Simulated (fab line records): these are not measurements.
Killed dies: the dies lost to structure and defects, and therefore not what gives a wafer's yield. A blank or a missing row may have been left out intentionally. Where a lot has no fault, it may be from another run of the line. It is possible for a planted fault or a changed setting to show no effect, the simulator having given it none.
Split-lot trial    flow n5-finfet    39 wafers read across 7 lots, on a route 1938 steps long

THE SPLIT ITSELF
At N5_BEOL_M4_DEP_57 (deposits SiCN from 3MS/NH3, target thk 8 nm, time 14 s), the setting time-s was moved away from the recipe's 14 s on 18 of the 39 wafers read, by -53.7% to +58.6%. For the rest of the wafers, this setting stayed at what the recipe calls for.

Reading taken at the split's own step.

THE READING
SiCN_of_BEOL_M4_DEP_57.thk-nm (the simulator's own value, which no gauge read), in nm, at N5_BEOL_M4_DEP_57 (deposits SiCN from 3MS/NH3, target thk 8 nm, time 14 s). No usual value for it is given in the file. The 21 wafers here that ran the recipe average 8.0 nm, standard deviation 0.12 nm.

wafer   tool, chamber at the split  time-s as run, s  against the recipe  SiCN_of_BEOL_M4_DEP_57.thk-nm, nm  against lot-mates on the recipe
L074.1  pecvd-01, 2                 14                recipe              7.8                                -
L074.2  pecvd-01, 0,1               17.12             +22.3%              9.8                                +1.9
L074.4  pecvd-01, 0,1               17.12             +22.3%              9.8                                +1.9
L074.3  pecvd-01, 1,2               14                recipe              8                                  -
L074.6  pecvd-01, 1,2               14                recipe              8                                  -
L074.5  pecvd-01, 0                 17.12             +22.3%              10                                 +2.1
L077.1  pecvd-03, 2                 22.21             +58.6%              12.4                               +4.4
L077.2  pecvd-03, 0                 22.21             +58.6%              12.6                               +4.6
L077.3  pecvd-03, 1,0,2             14                recipe              8                                  -
L077.4  pecvd-03, 1,0,2             14                recipe              8                                  -
L077.5  pecvd-03, 1,0,2             14                recipe              8                                  -
L077.6  pecvd-03, 1                 22.21             +58.6%              13                                 +5.0
L079.1  pecvd-02, 2                 14                recipe              8                                  -
L079.5  pecvd-02, 2                 14                recipe              8                                  -
L079.2  pecvd-02, 1                 14                recipe              8.2                                -
L083.1  pecvd-02, 2                 16.29             +16.4%              9                                  +1.0
L083.2  pecvd-02, 0                 14                recipe              8                                  -
L083.4  pecvd-02, 0                 14                recipe              8                                  -
L083.5  pecvd-02, 0                 14                recipe              8                                  -
L083.3  pecvd-02, 2                 16.29             +16.4%              9.2                                +1.2
L083.6  pecvd-02, 2                 16.29             +16.4%              9.4                                +1.4
L091.1  pecvd-02, 0,2               14                recipe              8                                  -
L091.2  pecvd-02, 0,2               14                recipe              8                                  -
L091.3  pecvd-02, 1                 6.488             -53.7%              4.2                                -3.9
L091.4  pecvd-02, 0                 6.488             -53.7%              3.8                                -4.3
L091.5  pecvd-02, 1                 14                recipe              8.2                                -
L091.6  pecvd-02, 2                 6.488             -53.7%              4                                  -4.1
L089.1  pecvd-03, 1,0               10.87             -22.4%              6.2                                -1.7
L089.2  pecvd-03, 1,0               10.87             -22.4%              6.2                                -1.7
L089.3  pecvd-03, 2                 14                recipe              7.8                                -
L089.4  pecvd-03, 1                 10.87             -22.4%              6.6                                -1.3
L089.5  pecvd-03, 2,0               14                recipe              8                                  -
L089.6  pecvd-03, 2,0               14                recipe              8                                  -
L096.1  pecvd-03, 2                 14                recipe              7.8                                -
L096.5  pecvd-03, 2                 14                recipe              7.8                                -
L096.2  pecvd-03, 1,0               16.15             +15.4%              9.4                                +1.5
L096.3  pecvd-03, 1,0               16.15             +15.4%              9.4                                +1.5
L096.4  pecvd-03, 0                 16.15             +15.4%              9.6                                +1.7
L096.6  pecvd-03, 1                 14                recipe              8.2                                -
If several chambers appear in one row, that row covers several wafers at once and the file leaves open which wafer was in which chamber.

THE FIT
A straight line over all 39 wafers: SiCN_of_BEOL_M4_DEP_57.thk-nm changes by +0.0777 nm for each +1% of time-s; r = +1.00; the points scatter about the line by 0.17 nm.
The same after taking each lot's own level away (the mean of its wafers on the recipe; 39 wafers): +0.0782 nm for each +1%; r = +1.00; scatter 0.18 nm.
Per that fit: largest time-s move, reading shift of 4.6 nm.
The lots' own levels span 7.93 to 8.07 nm, that is 1.2 times the standard deviation above.
The two slopes agree, so the slope changes little with the lot-to-lot level.
Check: +4.7 nm against its lot-mates is what the line predicts for one of the wafers moved furthest among these (+58.6%) when that wafer is left out of the fit. Against them it came out at +4.4 nm.

OTHER SPLITS ON THESE WAFERS
Other splits were also applied to these wafers ahead of the reading. Each is held against what the fit with the lots' levels taken away leaves over:
other split on the same wafers         wafers away from the commonest value  r with SiCN_of_BEOL_M4_DEP_57.thk-nm (lot level and that fit taken away)
N5_FIN_SAQP_SPACER1_ALD_24 ald-cycles  15                                    -0.06
N5_HKMG_FIN_NWFM_ALD_20 ald-cycles     12                                    -0.17
N5_BEOL_M0_SAQP_PECVD_96 time-s        12                                    -0.12

THE FILE'S OWN FIT
SiCN_of_BEOL_M4_DEP_57.thk-nm changes by +0.0785 nm for each +1% of time-s, r = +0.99.
